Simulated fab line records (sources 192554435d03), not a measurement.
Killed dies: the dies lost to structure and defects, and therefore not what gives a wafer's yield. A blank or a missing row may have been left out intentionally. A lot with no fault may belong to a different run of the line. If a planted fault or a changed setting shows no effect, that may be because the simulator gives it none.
Which of the tools did it?    flow n5Finfet    13 lots with 38 wafers sampled at 4 steps, on a route of 1938 steps

== WHAT THE GAUGES SHOWED, per wafer ==
N5_BEOL_M8_CD_MEAS_11: target cd 38.5 nm. Usual: cdNm 38.4 nm, standard deviation 0.5.
lot   measured      on        cdNm (nm)       flag
L997  day 10 07:30  cdSem-01  38.5 38.1 39.3  
L998  day 10 15:05  cdSem-03  38.6 38.7 39.3  
L101  day 10 17:19  cdSem-02  38.9 38.7 39.4  
L100  day 10 20:47  cdSem-03  38.5 38.5 38.2  
L103  day 11 13:06  cdSem-01  38.8 38.1 38.0  
L105  day 11 13:44  cdSem-01  38.9 38.1 38.6  
L104  day 11 15:32  cdSem-03  38.5 39.0 39.0  
L106  day 12 00:37  cdSem-01  38.2 38.5 38.7  
L108  day 12 21:37  cdSem-01  37.6 38.3 38.4  
L110  day 13 14:58  cdSem-01  39.2 38.9 38.3  
L113  day 13 20:09  cdSem-03  38.5 38.8 38.4  
L118  day 15 12:26  cdSem-02  38.4 38.2       
L117  day 15 13:58  cdSem-02  38.5 37.7 39.4  

N5_BEOL_M8_OVL_MEAS_12. Usual: M8_OVL gives 0.2 nm (standard deviation 0.59).
lot   measured      on          M8_OVL (nm)     flag
L997  day 10 07:32  overlay-02  0.9 0.1 1.1     
L998  day 10 15:07  overlay-01  0.7 1.1 1.4     
L101  day 10 17:20  overlay-01  0.0 -0.6 0.9    
L100  day 10 20:49  overlay-01  1.0 1.2 1.5     
L103  day 11 13:08  overlay-02  0.7 0.6 0.6     
L105  day 11 13:46  overlay-01  -0.4 0.4 0.2    
L104  day 11 15:34  overlay-02  0.6 -0.4 -0.1   
L106  day 12 00:38  overlay-02  0.2 0.3 0.5     
L108  day 12 21:38  overlay-02  0.9 0.3 0.5     
L110  day 13 14:59  overlay-01  0.0 -0.2 0.0    
L113  day 13 20:11  overlay-02  -0.2 -0.2 -0.5  
L118  day 15 12:28  overlay-02  0.2 0.6         
L117  day 15 13:59  overlay-01  0.1 0.8 0.6     

N5_BEOL_M8_CD_MEAS_28: target cd 40 nm. Usual: cdNm 39.97 nm, standard deviation 0.23.
lot   measured      on        cdNm (nm)          flag
L997  day 10 11:25  cdSem-03  39.78 39.86 40.23  
L998  day 10 15:56  cdSem-01  39.75 40.09 40.00  
L101  day 10 19:49  cdSem-03  40.21 40.13 40.08  
L100  day 11 00:26  cdSem-02  40.15 39.55 40.06  
L103  day 11 14:16  cdSem-03  39.80 39.58 39.98  
L105  day 11 14:40  cdSem-02  39.99 39.37 39.88  
L104  day 11 17:17  cdSem-03  40.32 39.92 39.85  
L106  day 12 02:29  cdSem-03  40.13 39.86 39.88  
L108  day 13 04:00  cdSem-02  40.17 39.92 39.89  
L110  day 13 15:50  cdSem-03  40.23 39.82 40.45  
L113  day 13 22:22  cdSem-02  40.10 40.05 40.52  
L118  day 15 17:04  cdSem-01  39.93 39.93        
L117  day 15 17:06  cdSem-03  40.00 39.59 39.64  

== WHICH TOOL RAN EACH LOT (tool, then ch and the chambers of the sampled wafers, then the start) ==
lot   N5_BEOL_M8_COAT_71
L997  lithoTrack-01 ch 0, day 10 11:01
L998  lithoTrack-02 ch 0, day 10 15:40
L101  lithoTrack-02 ch 0, day 10 19:34
L100  lithoTrack-01 ch 0, day 11 00:11
L103  lithoTrack-05 ch 0, day 11 13:53
L105  lithoTrack-02 ch 0, day 11 14:23
L104  lithoTrack-05 ch 0, day 11 17:02
L106  lithoTrack-02 ch 0, day 12 02:05
L108  lithoTrack-05 ch 0, day 13 03:27
L110  lithoTrack-01 ch 0, day 13 15:35
L113  lithoTrack-01 ch 0, day 13 22:07
L118  lithoTrack-02 ch 0, day 15 16:40
L117  lithoTrack-05 ch 0, day 15 16:47
- N5_BEOL_M8_COAT_71: time 60 s, resist thk 5 nm.

== WHAT THE TOOLS THEMSELVES READ (means of the sampled wafers that have a number; where no wafer has one, the mark that the record gives instead) ==
N5_BEOL_M8_COAT_71. Usual: heaterPowerTotalW 391.6 W, standard deviation 1.3; plateTempC 205.01 C, standard deviation 0.16.
lot   tool           heaterPowerTotalW (W)  plateTempC (C)  flag
L997  lithoTrack-01  391.7                  205.05          
L998  lithoTrack-02  391.5                  205.11          
L101  lithoTrack-02  391.1                  205.03          
L100  lithoTrack-01  391.8                  205.07          
L103  lithoTrack-05  390.3                  204.98          
L105  lithoTrack-02  392.4                  205.10          
L104  lithoTrack-05  392.1                  204.81          
L106  lithoTrack-02  391.0                  204.92          
L108  lithoTrack-05  390.6                  205.04          
L110  lithoTrack-01  386.1                  202.88          OFF
L113  lithoTrack-01  386.4                  202.86          OFF
L118  lithoTrack-02  390.3                  204.92          
L117  lithoTrack-05  391.6                  205.03          

== THE ANSWER, worked out from the rows above alone ==
Rule: a lot is off if the mean of its wafers that have a number lies more than 3 standard deviations from the usual mean. A lot without any number at a reading at which 4 lots or more have one is off too. Where the step has rows for the other lots, those lots are counted as sound. First the gauges in route order, then the tools' own readings, where a lot's mean is used as printed above. At the first step where some lot is off, the reading lying furthest off is the one used; lots without a number count as furthest.
Off, at N5_BEOL_M8_COAT_71 on plateTempC: L110, L113.
If a tool, at that step or one of the process steps before it, ran each lot that is off and ran no sound lot following the first of them, it fits. One candidate fits, namely lithoTrack-01 at N5_BEOL_M8_COAT_71. A fault onset in the window from L100 (day 11 00:11, its last sound lot) to L110 (day 13 15:35, its first lot off) fits.
The tool's own readings at N5_BEOL_M8_COAT_71 bear it out: on the lots that are off they differ by more than 5 times the standard deviation of the sound lots' means. heaterPowerTotalW reads 386.2 W there against 391.3 W on the sound lots; plateTempC reads 202.87 C there against 205.01 C on the sound lots.

== WHAT THE SIMULATOR PUT IN ==
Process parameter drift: lithoTrack-01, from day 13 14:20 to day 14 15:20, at N5_BEOL_M8_COAT_71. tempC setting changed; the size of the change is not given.
Lots struck among those shown: L110, L113. This agrees with what the rule above found.
